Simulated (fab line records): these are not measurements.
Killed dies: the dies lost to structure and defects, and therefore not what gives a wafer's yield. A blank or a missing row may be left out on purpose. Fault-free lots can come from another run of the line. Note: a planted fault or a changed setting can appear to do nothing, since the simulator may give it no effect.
fab line records | flow n5_finfet
record: lots: 11 wafers: 31 last_day: 17
route steps=1938 shown BEOL_M1@819 BEOL_M4@1111 PASSIVATION@1936
lots untouched by any fault: they come from a run of this same line in which no faults occurred
start_h: start of the lot's first displayed wafer, in hours after the record's first day | wait_h: time in hours since the lot's previous step | " repeats the value in the row above | L1.1+2: one row covering several wafers at once | - no value, or no start was given | * or withheld: withheld | < > ~ a bound
route shown NAME@n: a module of which the file shows steps, and the number in the route of the first | usual: mean/standard deviation of fault-free wafers | same: alike in all rows | chamber/n: place in a boat | sites: per-site readings | _std_site: how widely they spread, as a standard deviation | _edge_site: inner sites' mean taken away from outer sites' mean | radius_mm: for every site, how far away it sits from the centre of the wafer | mask NAME#n: copy n | behind: the tool/chamber that last shaped the wafer | hold: cause of the lot's hold/its duration in hours/its outcome | device: transistor that didn't switch, given as n, p or np | end of line: tests of these same wafers at the route's end | for a step that has no rows: nothing shown but its recipe | killed: not the wafer's yield, but the dies lost to structure and defects at the first sort | map: a wafer's dies, marking killed ones x, the rest . and places with no die _
set.NAME: the setting the step ran with; set.NAME@STEP: the setting that earlier step ran with | model.NAME: the simulator's own value behind a step, which no gauge read
route steps across a sampled set of lots; one table per step, one row per wafer
services: a tool's chamber out of use, with start hour (start_h, from the record's first day; less than 0 if before it), hours out, and reason
== steps ==
step: N5_BEOL_M1_ANNEAL_82
recipe: temp_c: 400 time_s: 240 ambient: vacuum
usual: heater_power_w: 860/130
columns lot.wafer tool chamber start_h wait_h heater_power_w
L867.1 pvd_sputter-02 - 162.80 0.0 668
L867.3 " - " " 1024
L867.5 " - " " 766
L869.2 pvd_sputter-02 - 166.48 0.0 701
L869.3 " - " " 1006
L869.4 " - " " 757
L872.1 pvd_sputter-01 - 169.67 0.0 1126
L872.2 " - " " 871
L872.6 " - " " 1124
L875.1 pvd_sputter-02 - 184.48 0.0 698
L875.2 " - " " 766
L880.2 pvd_sputter-01 - 224.62 0.0 869
L880.3 " - " " 871
L880.6 " - " " 1120
L879.1 pvd_sputter-03 - 229.78 0.0 893
L879.3 " - " " 762
L879.5 " - " " 751
L881.3 pvd_sputter-01 - 231.57 0.0 1127
L881.4 " - " " 864
L881.6 " - " " 893
L882.1 pvd_sputter-03 - 233.10 0.0 786
L882.4 " - " " 906
L882.6 " - " " 796
L883.1 pvd_sputter-01 - 236.09 0.0 860
L883.4 " - " " 762
L885.1 pvd_sputter-01 - 247.59 0.0 883
L885.4 " - " " 855
L885.5 " - " " 1131
L886.2 pvd_sputter-03 - 250.79 0.0 747
L886.5 " - " " 787
L886.6 " - " " 794
step: N5_BEOL_M1_SPUTTER_88
recipe: material: Cu target_thk_a: 45 temp_c: -20 chamber_pressure_pa: 0.07 power_w: withheld time_s: 8.29
usual: chamber_pressure_pa: 0.07002/0.00015 chuck_gas_flow_sccm: 1.27/0.054 throttle_valve_pct: 30.1/0.87
columns lot.wafer tool chamber start_h wait_h chamber_pressure_pa chuck_gas_flow_sccm throttle_valve_pct
L867.1 pvd_sputter-02 - 163.16 0.1 0.0701 1.34 29.7
L867.3 " - " " 0.06984 1.32 31.0
L867.5 " - " " 0.07015 1.19 29.6
L869.2 pvd_sputter-02 - 166.84 0.1 0.07021 1.31 29.7
L869.3 " - " " 0.07002 1.30 30.7
L869.4 " - " " 0.07013 1.22 29.7
L872.1 pvd_sputter-01 - 170.03 0.1 0.07027 1.28 30.3
L872.2 " - " " 0.07002 1.20 29.4
L872.6 " - " " 0.07014 1.23 30.4
L875.1 pvd_sputter-02 - 184.84 0.1 0.0698 1.25 29.8
L875.2 " - " " 0.06992 1.28 29.7
L880.2 pvd_sputter-01 - 224.98 0.1 0.06997 1.28 30.2
L880.3 " - " " 0.06998 1.32 29.7
L880.6 " - " " 0.07009 1.27 30.0
L879.1 pvd_sputter-03 - 230.14 0.1 0.06973 1.23 30.4
L879.3 " - " " 0.07012 1.21 30.8
L879.5 " - " " 0.07016 1.21 31.0
L881.3 pvd_sputter-01 - 231.93 0.1 0.06982 1.25 30.3
L881.4 " - " " 0.07011 1.27 29.5
L881.6 " - " " 0.07007 1.39 30.3
L882.1 pvd_sputter-03 - 233.46 0.1 0.07004 1.29 31.2
L882.4 " - " " 0.07021 1.25 30.7
L882.6 " - " " 0.07003 1.29 31.0
L883.1 pvd_sputter-01 - 236.45 0.1 0.07016 1.24 29.6
L883.4 " - " " 0.0702 1.21 28.8
L885.1 pvd_sputter-01 - 247.95 0.1 0.06974 1.29 30.7
L885.4 " - " " 0.06986 1.12 29.3
L885.5 " - " " 0.06986 1.24 30.3
L886.2 pvd_sputter-03 - 251.15 0.1 0.07044 1.21 30.8
L886.5 " - " " 0.06998 1.19 31.2
L886.6 " - " " 0.06994 1.29 32.0
step: N5_BEOL_M1_SPUTTER_94
recipe: material: Cu target_thk_a: 45 temp_c: -20 chamber_pressure_pa: 0.07 power_w: withheld time_s: 8.29
usual: chamber_pressure_pa: 0.07001/0.00015 chuck_gas_flow_sccm: 1.26/0.058 throttle_valve_pct: 30.1/0.9
columns lot.wafer tool chamber start_h wait_h chamber_pressure_pa chuck_gas_flow_sccm throttle_valve_pct
L867.1 pvd_sputter-02 - 163.82 0.1 0.0701 1.22 29.9
L867.3 " - " " 0.07019 1.29 30.8
L867.5 " - " " 0.06989 1.22 29.3
L869.2 pvd_sputter-02 - 167.50 0.1 0.07013 1.32 29.7
L869.3 " - " " 0.06995 1.28 31.1
L869.4 " - " " 0.0702 1.35 29.5
L872.1 pvd_sputter-01 - 170.69 0.1 0.07014 1.30 30.0
L872.2 " - " " 0.06977 1.38 29.3
L872.6 " - " " 0.07005 1.22 30.3
L875.1 pvd_sputter-02 - 185.50 0.1 0.07007 1.32 29.6
L875.2 " - " " 0.0702 1.21 29.6
L880.2 pvd_sputter-01 - 225.64 0.1 - - -
L880.3 " - " " - - -
L880.6 " - " " - - -
L879.1 pvd_sputter-03 - 230.80 0.1 - - -
L879.3 " - " " - - -
L879.5 " - " " - - -
L881.3 pvd_sputter-01 - 232.59 0.1 - - -
L881.4 " - " " - - -
L881.6 " - " " - - -
L882.1 pvd_sputter-03 - 234.12 0.1 0.06978 1.21 31.5
L882.4 " - " " 0.06997 1.22 30.8
L882.6 " - " " 0.06968 1.23 31.3
L883.1 pvd_sputter-01 - 237.11 0.1 0.07009 1.35 29.5
L883.4 " - " " 0.0699 1.33 28.6
L885.1 pvd_sputter-01 - 248.61 0.1 0.07003 1.35 30.5
L885.4 " - " " 0.07008 1.19 29.4
L885.5 " - " " 0.06969 1.21 30.6
L886.2 pvd_sputter-03 - 251.81 0.1 0.06984 1.23 30.9
L886.5 " - " " 0.06999 1.20 31.3
L886.6 " - " " 0.07016 1.33 31.9
step: N5_BEOL_M1_ANNEAL_95
recipe: temp_c: 400 time_s: 240 ambient: vacuum
usual: heater_power_w: 861/130
columns lot.wafer tool chamber start_h wait_h heater_power_w
L867.1 pvd_sputter-02 - 163.90 0.0 708
L867.3 " - " " 1005
L867.5 " - " " 768
L869.2 pvd_sputter-02 - 167.58 0.0 700
L869.3 " - " " 995
L869.4 " - " " 775
L872.1 pvd_sputter-01 - 170.77 0.0 1146
L872.2 " - " " 865
L872.6 " - " " 1152
L875.1 pvd_sputter-02 - 185.58 0.0 711
L875.2 " - " " 766
L880.2 pvd_sputter-01 - 225.72 0.0 869
L880.3 " - " " 856
L880.6 " - " " 1101
L879.1 pvd_sputter-03 - 230.88 0.0 884
L879.3 " - " " 744
L879.5 " - " " 754
L881.3 pvd_sputter-01 - 232.67 0.0 1148
L881.4 " - " " 861
L881.6 " - " " 869
L882.1 pvd_sputter-03 - 234.20 0.0 798
L882.4 " - " " 870
L882.6 " - " " 774
L883.1 pvd_sputter-01 - 237.19 0.0 875
L883.4 " - " " 764
L885.1 pvd_sputter-01 - 248.69 0.0 890
L885.4 " - " " 884
L885.5 " - " " 1147
L886.2 pvd_sputter-03 - 251.89 0.0 765
L886.5 " - " " 784
L886.6 " - " " 797
step: N5_BEOL_M4_RC_MEAS_101
usual: DIBL_N: 36.6/2.1 DIBL_P: 36.5/2.7 IOFF_N: 0.17/0.043 IOFF_P: 0.22/0.045 ION_N: 674/17 ION_P: 461/9.9 SS_N: 71.7/0.79 SS_P: 73.4/0.79 VT_N: 249/4 VT_P: -250/3.3
columns lot.wafer tool chamber start_h wait_h DIBL_N[mV/V] DIBL_P[mV/V] IOFF_N[nA/um] IOFF_P[nA/um] ION_N[uA/um] ION_P[uA/um] SS_N[mV/dec] SS_P[mV/dec] VT_N[mV] VT_P[mV]
L867.1 prober-02 0 191.81 0.0 37.2 35.6 0.18 0.23 672 466 71.4 73.3 247 -248
L867.3 " 0 " " 31.8 30.3 0.10 0.16 658 458 69.4 72.2 253 -252
L867.5 " 0 " " 34.4 34.2 0.14 0.21 681 475 70.2 73.3 250 -249
L869.2 prober-02 0 200.10 0.2 34.9 34.8 0.16 0.26 695 487 71.3 72.6 249 -244
L869.3 " 0 " " 35.6 34.2 0.17 0.25 653 460 71.6 73.1 250 -245
L869.4 " 0 " " 36.0 34.3 0.17 0.25 679 465 71.9 73.2 248 -246
L872.1 prober-02 0 208.94 0.0 39.1 38.8 0.20 0.23 668 454 72.6 73.9 249 -251
L872.2 " 0 " " 41.6 42.6 0.28 0.30 695 467 72.6 74.9 243 -248
L872.6 " 0 " " 41.1 42.1 0.23 0.28 702 472 72.1 74.9 247 -249
L875.1 prober-02 0 218.22 0.0 35.5 36.0 0.15 0.23 673 467 71.9 73.6 248 -246
L875.2 " 0 " " 37.8 38.4 0.19 0.27 682 478 72.0 74.2 249 -246
L880.2 prober-02 0 253.65 0.2 34.3 33.8 0.13 0.17 665 460 71.2 74.0 250 -251
L880.3 " 0 " " 39.3 40.0 0.23 0.26 699 466 72.1 74.0 242 -248
L880.6 " 0 " " 37.2 37.4 0.18 0.22 682 461 71.0 73.3 248 -249
L879.1 prober-02 0 269.86 0.0 35.7 36.7 0.15 0.22 667 466 71.7 73.9 253 -248
L879.3 " 0 " " 36.4 37.6 0.16 0.24 666 466 71.9 73.5 252 -247
L879.5 " 0 " " 35.5 36.8 0.14 0.22 673 465 70.7 73.5 252 -249
L881.3 prober-01 0 269.98 0.3 39.8 41.0 0.22 0.27 696 465 72.8 74.6 245 -246
L881.4 " 0 " " 36.4 36.3 0.14 0.19 658 452 71.2 72.9 255 -252
L881.6 " 0 " " 31.1 30.7 0.09 0.13 644 447 69.8 72.0 257 -255
L882.1 prober-02 0 274.00 0.0 37.2 38.4 0.15 0.22 660 455 72.0 73.3 252 -249
L882.4 " 0 " " 39.3 40.1 0.21 0.26 677 462 72.3 73.8 245 -247
L882.6 " 0 " " 35.4 35.7 0.14 0.18 668 460 71.1 72.7 248 -250
L883.1 prober-02 0 275.77 0.0 37.5 37.3 0.21 0.22 678 460 71.7 73.9 244 -250
L883.4 " 0 " " 36.2 36.1 0.18 0.20 699 469 71.6 73.4 246 -250
L885.1 prober-01 0 282.81 0.0 37.2 37.7 0.18 0.24 699 478 72.0 73.5 247 -246
L885.4 " 0 " " 36.0 36.6 0.17 0.23 678 465 71.1 73.3 246 -247
L885.5 " 0 " " 37.9 38.2 0.19 0.24 664 456 72.0 73.2 245 -249
L886.2 prober-02 0 284.37 0.2 35.6 35.6 0.15 0.19 665 447 71.4 73.5 252 -254
L886.5 " 0 " " 35.8 36.1 0.16 0.19 681 456 71.3 73.6 250 -254
L886.6 " 0 " " 37.1 37.1 0.19 0.22 673 449 72.3 73.9 246 -253
step: N5_PASSIVATION_PROBE_49
usual: defect_limited_yield: 91.5/1.7 killed_at_M0_to_M3: 33/11 killed_at_M4_up: 13/5.2 killed_at_contacts: 11/5.7 killed_at_front_end: 39/11 killed_at_other: 4/3 killed_dies: 101/20 killed_open: 66/15 killed_short: 33/8.4 sort_bin_4_leakage: 0.01/0.073 sort_bin_5_function: 5.0/1.1 sort_bin_6_memory: 3.2/0.69 sort_bin_8_speed: 0.1/0.52 sort_n_pass: 1078/20 sort_yield_pct: 91.4/1.7
same: gross_dies: 1180 killed_at_back_side: 0
columns lot.wafer tool chamber start_h wait_h defect_limited_yield[%] killed_at_M0_to_M3 killed_at_M4_up killed_at_contacts killed_at_front_end killed_at_other killed_dies killed_open killed_short sort_bin_4_leakage[%] sort_bin_5_function[%] sort_bin_6_memory[%] sort_bin_8_speed[%] sort_n_pass sort_yield_pct[%]
L867.1 prober-01 - 287.51 0.0 93.4 24 16 10 24 4 78 51 23 0 4.3 2.3 0 1102 93.4
L867.3 prober-01 - 287.61 0.1 91.6 37 22 7 26 7 99 66 32 0 4.6 3.5 0 1081 91.6
L867.5 prober-01 - 287.71 0.2 90.9 43 11 13 36 4 107 70 34 0 5.1 3.5 0 1073 90.9
L869.2 prober-01 - 308.13 0.1 91.4 26 19 13 35 9 102 67 35 0 5.0 3.6 0 1078 91.4
L869.3 prober-01 - 308.18 0.1 92.5 28 7 11 31 12 89 38 49 0 4.1 3.1 0 1091 92.5
L869.4 prober-01 - 308.23 0.2 90.9 23 15 19 41 9 107 65 39 0 5.0 3.5 0 1073 90.9
L875.1 prober-01 - 321.15 0.0 91.8 22 10 15 44 6 97 59 36 0 4.9 3.1 0 1083 91.8
L875.2 prober-01 - 321.20 0.1 90.5 33 8 8 60 3 112 69 41 0 5.7 3.3 0 1068 90.5
L872.1 prober-02 - 321.23 0.1 94.2 25 9 4 23 7 68 38 29 0 3.6 1.6 0 1112 94.2
L872.2 prober-02 - 321.28 0.2 91.8 28 9 19 40 1 97 55 40 0.17 4.2 3.6 0 1081 91.6
L872.6 prober-02 - 321.48 0.4 94.8 10 11 6 31 3 61 35 25 0 2.9 2.1 0 1119 94.8
L880.2 prober-01 - 354.15 0.1 88.8 38 21 13 57 3 132 86 40 0 6.6 4.1 0 1048 88.8
L880.3 prober-01 - 354.20 0.1 91.1 38 9 21 32 5 105 62 37 0 4.7 4.1 0 1075 91.1
L880.6 prober-01 - 354.35 0.3 90.7 47 12 15 32 4 110 60 48 0 5.8 3.1 0 1070 90.7
L879.1 prober-02 - 371.46 0.0 92.3 37 3 8 38 5 91 57 26 0 4.3 3.3 0 1089 92.3
L879.3 prober-02 - 371.56 0.1 92.9 25 5 9 44 1 84 53 25 0 4.2 2.6 0 1096 92.9
L879.5 prober-02 - 371.66 0.2 93.4 28 7 5 36 2 78 52 24 0 3.5 3.0 0 1102 93.4
L881.3 prober-01 - 372.64 0.1 90.0 47 18 4 43 6 118 70 40 0 5.1 4.4 0 1062 90.0
L881.4 prober-01 - 372.69 0.2 91.4 44 15 5 33 4 101 65 30 0 5.5 3.0 0 1079 91.4
L881.6 prober-01 - 372.79 0.3 89.8 37 14 11 46 12 120 65 52 0 5.9 3.6 0.3 1057 89.6
L883.1 prober-02 - 382.02 0.0 90.4 38 14 3 56 2 113 62 46 0 5.2 3.6 0 1067 90.4
L883.4 prober-02 - 382.17 0.2 91.6 42 13 4 38 2 99 63 36 0 5.2 3.1 0 1081 91.6
L882.1 prober-02 - 385.93 0.0 93.2 21 10 8 39 2 80 52 28 0 4.6 1.8 0 1100 93.2
L882.4 prober-02 - 386.08 0.2 92.4 26 16 11 33 4 90 60 30 0 4.5 3.1 0 1090 92.4
L882.6 prober-02 - 386.18 0.3 91.4 30 13 5 50 3 101 69 30 0 4.3 3.9 0 1079 91.4
L886.2 prober-01 - 386.72 0.1 91.6 25 16 8 45 5 99 69 29 0 4.2 4.0 0 1081 91.6
L886.5 prober-01 - 386.87 0.2 92.5 33 7 11 31 7 89 51 36 0 4.2 2.9 0 1091 92.5
L886.6 prober-01 - 386.92 0.3 92.1 36 6 20 26 5 93 64 28 0 4.3 3.3 0 1087 92.1
L885.1 prober-01 - 396.33 0.0 89.8 43 11 11 54 1 120 85 32 0 6.4 3.6 0 1060 89.8
L885.4 prober-01 - 396.48 0.2 90.8 31 15 16 43 3 108 60 45 0 4.8 3.9 0 1072 90.8
L885.5 prober-01 - 396.53 0.2 89.3 35 15 17 58 1 126 90 30 0 6.2 4.2 0 1054 89.3
killed by level:class
L867.1 BEOL_M1:geometric_particle:open=9 MOL_CONTACT_COAG:geometric_particle:open=7 BEOL_M4:geometric_particle:open=7 STI_FIN_REVEAL:geometric_particle:open=6 DUMMY_GATE:geometric_particle:open=4 ILD0:geometric_particle:short=3 BEOL_M0_SAQP:geometric_particle:short=3 STARTING-WAFER:geometric_particle:open=3
L867.3 BEOL_M1:geometric_particle:open=9 BEOL_M4:geometric_particle:open=9 BEOL_M0_SAQP:geometric_particle:short=8 BEOL_M2:geometric_particle:open=7 BEOL_M3:geometric_particle:open=7 MOL_CONTACT_COAG:geometric_particle:open=6 PASS1_CAP:geometric_particle:short=5 FIN_SAQP:geometric_particle:open=4
L867.5 MOL_CONTACT_COAG:geometric_particle:open=10 BEOL_M0_SAQP:geometric_particle:open=10 BEOL_M1:geometric_particle:open=9 FIN_SAQP:geometric_particle:open=8 FIN_SAQP:geometric_particle:short=8 BEOL_M0_SAQP:geometric_particle:short=7 GATE_CUT:geometric_particle:short=6 BEOL_M5:geometric_particle:open=5
L869.2 BEOL_M0_SAQP:geometric_particle:short=13 MOL_CONTACT_COAG:geometric_particle:open=12 STI_FIN_REVEAL:geometric_particle:open=11 BEOL_M4:geometric_particle:open=8 BEOL_M2:geometric_particle:open=6 DUMMY_GATE:geometric_particle:open=5 ILD0:geometric_particle:open=4 BEOL_M4:geometric_particle:short=4
L869.3 FIN_SAQP:geometric_particle:short=11 MOL_CONTACT_COAG:geometric_particle:open=6 BEOL_M0_SAQP:geometric_particle:short=6 PASS1_CAP:geometric_particle:short=6 BEOL_M0_SAQP:geometric_particle:open=5 FIN_SAQP:geometric_particle:open=4 GATE_CUT:geometric_particle:short=4 MOL_CONTACT_COAG:geometric_particle:short=4
L869.4 MOL_CONTACT_COAG:geometric_particle:open=13 FIN_SAQP:geometric_particle:short=11 BEOL_M3:geometric_particle:open=9 FIN_SAQP:geometric_particle:open=7 BEOL_M4:geometric_particle:open=7 ILD0:geometric_particle:open=5 MOL_CONTACT_COAG:geometric_particle:short=4 BEOL_M0_SAQP:geometric_particle:open=4
L875.1 MOL_CONTACT_COAG:geometric_particle:open=12 FIN_SAQP:geometric_particle:short=11 GATE_CUT:geometric_particle:short=9 STI_FIN_REVEAL:geometric_particle:open=5 GATE_CUT:geometric_particle:open=5 BEOL_M3:geometric_particle:open=5 DUMMY_GATE:geometric_particle:open=4 BEOL_M0_SAQP:geometric_particle:short=4
L875.2 STI_FIN_REVEAL:geometric_particle:open=23 BEOL_M0_SAQP:geometric_particle:short=9 MOL_CONTACT_COAG:geometric_particle:open=7 BEOL_M3:geometric_particle:open=7 DUMMY_GATE:geometric_particle:open=6 FIN_SAQP:geometric_particle:short=5 BEOL_M0_SAQP:geometric_particle:open=5 STI_FIN_REVEAL:geometric_particle:short=4
L872.1 BEOL_M0_SAQP:geometric_particle:open=11 GATE_CUT:geometric_particle:short=8 BEOL_M0_SAQP:geometric_particle:short=8 FIN_SAQP:geometric_particle:open=3 FIN_SAQP:geometric_particle:short=3 BEOL_M8:geometric_particle:open=3 MOL_CONTACT_COAG:geometric_particle:open=3 PASS1_DEP:geometric_particle:open=3
L872.2 MOL_CONTACT_COAG:geometric_particle:open=15 FIN_SAQP:geometric_particle:short=10 BEOL_M0_SAQP:geometric_particle:open=8 BEOL_M0_SAQP:geometric_particle:short=7 DUMMY_GATE:geometric_particle:open=6 FIN_SAQP:geometric_particle:open=5 BEOL_M3:geometric_particle:short=5 MOL_CONTACT_COAG:geometric_particle:short=4
L872.6 FIN_SAQP:geometric_particle:open=11 GATE_CUT:geometric_particle:short=8 MOL_CONTACT_COAG:geometric_particle:open=4 BEOL_M4:geometric_particle:open=3 STARTING-WAFER:geometric_particle:short=3 FIN_SAQP:geometric_particle:short=2 STI_FIN_REVEAL:geometric_particle:open=2 MOL_CONTACT_COAG:geometric_particle:short=2
L880.2 STI_FIN_REVEAL:geometric_particle:open=21 BEOL_M4:geometric_particle:open=11 MOL_CONTACT_COAG:geometric_particle:open=9 BEOL_M2:geometric_particle:open=9 BEOL_M0_SAQP:geometric_particle:open=8 STI_FIN_REVEAL:geometric_particle:short=7 BEOL_M1:geometric_particle:open=6 FIN_SAQP:geometric_particle:short=5
L880.3 MOL_CONTACT_COAG:geometric_particle:open=16 STI_FIN_REVEAL:geometric_particle:open=9 GATE_CUT:geometric_particle:short=9 BEOL_M3:geometric_particle:open=8 BEOL_M1:interface_void_opened=6 MOL_CONTACT_COAG:geometric_particle:short=5 BEOL_M0_SAQP:geometric_particle:short=5 BEOL_M0_SAQP:geometric_particle:open=5
L880.6 MOL_CONTACT_COAG:geometric_particle:open=12 BEOL_M2:geometric_particle:short=9 FIN_SAQP:geometric_particle:short=8 BEOL_M0_SAQP:geometric_particle:short=8 BEOL_M0_SAQP:geometric_particle:open=7 BEOL_M3:geometric_particle:open=7 BEOL_M2:geometric_particle:open=5 BEOL_M1:geometric_particle:open=5
L879.1 BEOL_M0_SAQP:geometric_particle:open=12 STI_FIN_REVEAL:geometric_particle:open=11 MOL_CONTACT_COAG:geometric_particle:open=7 BEOL_M3:geometric_particle:open=7 BEOL_M1:interface_void_opened=7 GATE_CUT:geometric_particle:short=4 FIN_SAQP:geometric_particle:short=3 STI_FIN_REVEAL:geometric_particle:short=3
L879.3 STI_FIN_REVEAL:geometric_particle:open=19 MOL_CONTACT_COAG:geometric_particle:open=7 BEOL_M3:geometric_particle:open=5 BEOL_M1:interface_void_opened=5 FIN_SAQP:geometric_particle:short=4 BEOL_M1:geometric_particle:open=4 STI_FIN_REVEAL:geometric_particle:short=3 ILD0:geometric_particle:open=3
L879.5 STI_FIN_REVEAL:geometric_particle:open=11 FIN_SAQP:geometric_particle:open=8 BEOL_M0_SAQP:geometric_particle:open=7 STI_FIN_REVEAL:geometric_particle:short=5 BEOL_M1:geometric_particle:open=5 BEOL_M0_SAQP:geometric_particle:short=4 MOL_CONTACT_COAG:geometric_particle:open=4 BEOL_M5:geometric_particle:open=4
L881.3 BEOL_M0_SAQP:geometric_particle:short=15 STI_FIN_REVEAL:geometric_particle:open=11 FIN_SAQP:geometric_particle:open=9 BEOL_M0_SAQP:geometric_particle:open=9 BEOL_M1:interface_void_opened=8 BEOL_M5:geometric_particle:open=8 FIN_SAQP:geometric_particle:short=6 BEOL_M1:geometric_particle:open=5
L881.4 BEOL_M0_SAQP:geometric_particle:short=12 STI_FIN_REVEAL:geometric_particle:open=11 BEOL_M0_SAQP:geometric_particle:open=11 BEOL_M4:geometric_particle:open=7 BEOL_M2:geometric_particle:open=7 GATE_CUT:geometric_particle:open=5 BEOL_M1:interface_void_opened=5 MOL_CONTACT_COAG:geometric_particle:open=4
L881.6 BEOL_M0_SAQP:geometric_particle:short=14 BEOL_M0_SAQP:geometric_particle:open=10 DUMMY_GATE:geometric_particle:open=8 MOL_CONTACT_COAG:geometric_particle:open=8 BEOL_M4:geometric_particle:open=6 FIN_SAQP:geometric_particle:short=5 DUMMY_GATE:geometric_particle:short=5 ILD0:geometric_particle:short=5
L883.1 BEOL_M0_SAQP:geometric_particle:short=17 BEOL_M0_SAQP:geometric_particle:open=12 FIN_SAQP:geometric_particle:open=9 GATE_CUT:geometric_particle:short=9 FIN_SAQP:geometric_particle:short=8 GATE_CUT:geometric_particle:open=8 BEOL_M4:geometric_particle:open=7 STI_FIN_REVEAL:geometric_particle:open=4
L883.4 GATE_CUT:geometric_particle:short=10 BEOL_M0_SAQP:geometric_particle:open=9 BEOL_M1:geometric_particle:open=9 FIN_SAQP:geometric_particle:open=8 BEOL_M0_SAQP:geometric_particle:short=8 BEOL_M2:geometric_particle:open=8 FIN_SAQP:geometric_particle:short=5 GATE_CUT:geometric_particle:open=5
L882.1 FIN_SAQP:geometric_particle:short=11 FIN_SAQP:geometric_particle:open=9 STI_FIN_REVEAL:geometric_particle:open=8 MOL_CONTACT_COAG:geometric_particle:open=7 BEOL_M1:geometric_particle:open=6 BEOL_M0_SAQP:geometric_particle:short=6 BEOL_M4:geometric_particle:open=6 DUMMY_GATE:geometric_particle:open=5
L882.4 STI_FIN_REVEAL:geometric_particle:open=9 MOL_CONTACT_COAG:geometric_particle:open=8 FIN_SAQP:geometric_particle:open=7 FIN_SAQP:geometric_particle:short=6 BEOL_M3:geometric_particle:open=6 BEOL_M2:geometric_particle:open=5 BEOL_M0_SAQP:geometric_particle:open=5 BEOL_M0_SAQP:geometric_particle:short=5
L882.6 FIN_SAQP:geometric_particle:open=14 FIN_SAQP:geometric_particle:short=9 DUMMY_GATE:geometric_particle:open=9 BEOL_M2:geometric_particle:open=8 STI_FIN_REVEAL:geometric_particle:open=7 BEOL_M0_SAQP:geometric_particle:open=5 BEOL_M4:geometric_particle:open=5 BEOL_M5:geometric_particle:open=5
L886.2 BEOL_M3:geometric_particle:open=9 STI_FIN_REVEAL:geometric_particle:open=8 GATE_CUT:geometric_particle:short=8 FIN_SAQP:geometric_particle:open=7 MOL_CONTACT_COAG:geometric_particle:open=7 GATE_CUT:geometric_particle:open=6 FIN_SAQP:geometric_particle:short=5 BEOL_M4:geometric_particle:open=5
L886.5 BEOL_M0_SAQP:geometric_particle:short=9 BEOL_M3:geometric_particle:open=9 FIN_SAQP:geometric_particle:open=8 GATE_CUT:geometric_particle:short=8 MOL_CONTACT_COAG:geometric_particle:open=7 FIN_SAQP:geometric_particle:short=5 BEOL_M0_SAQP:geometric_particle:open=5 BEOL_M2:geometric_particle:open=5
L886.6 MOL_CONTACT_COAG:geometric_particle:open=16 BEOL_M3:geometric_particle:open=12 BEOL_M3:geometric_particle:short=7 BEOL_M2:geometric_particle:open=6 BEOL_M0_SAQP:geometric_particle:open=6 FIN_SAQP:geometric_particle:open=5 STI_FIN_REVEAL:geometric_particle:open=5 FIN_SAQP:geometric_particle:short=4
L885.1 BEOL_M2:geometric_particle:open=22 FIN_SAQP:geometric_particle:open=11 FIN_SAQP:geometric_particle:short=9 MOL_CONTACT_COAG:geometric_particle:open=9 STI_FIN_REVEAL:geometric_particle:open=8 BEOL_M3:geometric_particle:open=7 DUMMY_GATE:geometric_particle:open=6 BEOL_M0_SAQP:geometric_particle:open=5
L885.4 MOL_CONTACT_COAG:geometric_particle:open=12 BEOL_M0_SAQP:geometric_particle:short=10 FIN_SAQP:geometric_particle:open=9 FIN_SAQP:geometric_particle:short=7 STI_FIN_REVEAL:geometric_particle:open=6 SPACER0:geometric_particle:short=6 GATE_CUT:geometric_particle:short=5 BEOL_M4:geometric_particle:open=5
L885.5 STI_FIN_REVEAL:geometric_particle:open=17 MOL_CONTACT_COAG:geometric_particle:open=15 FIN_SAQP:geometric_particle:open=11 BEOL_M2:geometric_particle:open=9 BEOL_M0_SAQP:geometric_particle:open=7 BEOL_M3:geometric_particle:open=6 FIN_SAQP:geometric_particle:short=5 BEOL_M0_SAQP:geometric_particle:short=5
== services ==
columns tool chamber start_h hours kind
pvd_sputter-02 - 152.82 8.3 repair
== key ==
first_sign: step: N5_BEOL_M1_SPUTTER_94 reading: tool_record direction: missing
effect none on later readings
met_at N5_BEOL_M1_SPUTTER_94
struck_lots L879,L880,L881
not_acting_at N5_BEOL_M1_ANNEAL_82,N5_BEOL_M1_SPUTTER_88,N5_BEOL_M1_ANNEAL_95
onset_between 170.69 225.64
fault: kind: skipped_step_whole tool: pvd_sputter-01,pvd_sputter-03 chamber: - onset_h: 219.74 steps: N5_BEOL_M1_SPUTTER_94 scope: struck_lots_only
